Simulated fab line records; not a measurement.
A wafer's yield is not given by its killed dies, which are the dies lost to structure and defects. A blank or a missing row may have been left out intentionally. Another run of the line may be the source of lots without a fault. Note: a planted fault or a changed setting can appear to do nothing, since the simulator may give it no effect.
2 desks, one fault + flow nand_harc + numbers are kept per desk, each desk with only its own; the story behind them comes last

AT THE METROLOGY DESK
What the gauges read, lot by lot, whatever tool the lot ran on: means of the sampled wafers that have a number. A lot is out of limits, marked OUT, if its mean lies more than 4 standard deviations from the usual mean; the brackets give that distance.
Columns: A = cd_nm at NHARC_P_GATE_CD_MEAS_26, usual 119.8 nm
| lot  | first seen here | A               |
|------|-----------------|-----------------|
| L385 | day 5 04:09     | 119.0           |
| L387 | day 5 18:21     | 118.7           |
| L389 | day 6 19:30     | 119.9           |
| L390 | day 6 22:41     | 119.9           |
| L391 | day 7 11:19     | 120.2           |
| L393 | day 8 10:31     | 119.8           |
| L394 | day 8 17:22     | 120.6           |
| L396 | day 9 13:18     | 120.5           |
| L400 | day 11 05:11    | 120.9           |
| L404 | day 13 08:25    | 118.8           |
| L405 | day 13 10:10    | 138.1 (+20) OUT |
| L406 | day 13 15:13    | 137.8 (+20) OUT |
| L407 | day 14 09:08    | 118.2           |
| L408 | day 14 10:29    | 119.7           |
This desk finds L405, L406 out of limits, L405 being first, at day 13 10:10 (cd_nm at NHARC_P_GATE_CD_MEAS_26). In limits: L385, L387, L389, L390, L391, L393, L394, L396, L400, L404, L407, L408.

THE TOOL OWNER'S DESK: litho_track-01
The tool's own readings at NHARC_P_GATE_PEB_24 (peb time 65 s): means of the sampled wafers that have a number, for each lot that ran on this tool. A lot is out of limits, marked OUT, if its mean lies more than 4 standard deviations from the usual mean; the brackets give that distance.
Columns: A = heater_power_total_W at NHARC_P_GATE_PEB_24, usual 156.7 W; B = plate_temp_C at NHARC_P_GATE_PEB_24, usual 99.98 C; C = resist_line_temp_C at NHARC_P_GATE_PEB_24, usual 23.02 C
| lot  | first seen here | A               | B               | C     |
|------|-----------------|-----------------|-----------------|-------|
| L389 | day 6 19:25     | 156.9           | 100.02          | 23.04 |
| L394 | day 8 17:17     | 156.6           | 100.02          | 23.04 |
| L396 | day 9 13:13     | 156.5           | 100.08          | 23.10 |
| L405 | day 13 10:05    | 147.0 (-24) OUT | 95.53 (-40) OUT | 22.96 |
| L406 | day 13 15:08    | 147.0 (-24) OUT | 95.48 (-41) OUT | 23.02 |
This desk finds L405, L406 out of limits, L405 being first, at day 13 10:05 (heater_power_total_W at NHARC_P_GATE_PEB_24). In limits: L389, L394, L396.

PUT TOGETHER
On L405, L406, at day 13 10:05, an alarm was possible from the tool owner's desk.
Metrology desk: alarm possible at day 13 10:10 on L405, L406.
On litho_track-01, each named lot ran NHARC_P_GATE_PEB_24.

WHAT THE SIMULATOR HAD INSERTED
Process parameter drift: litho_track-01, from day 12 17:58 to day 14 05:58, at NHARC_P_GATE_PEB_24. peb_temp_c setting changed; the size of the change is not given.
Struck lots among those shown: L405, L406.
Fault start to first reading out of limits, in hours, per desk: tool owner, 16; metrology, 16.
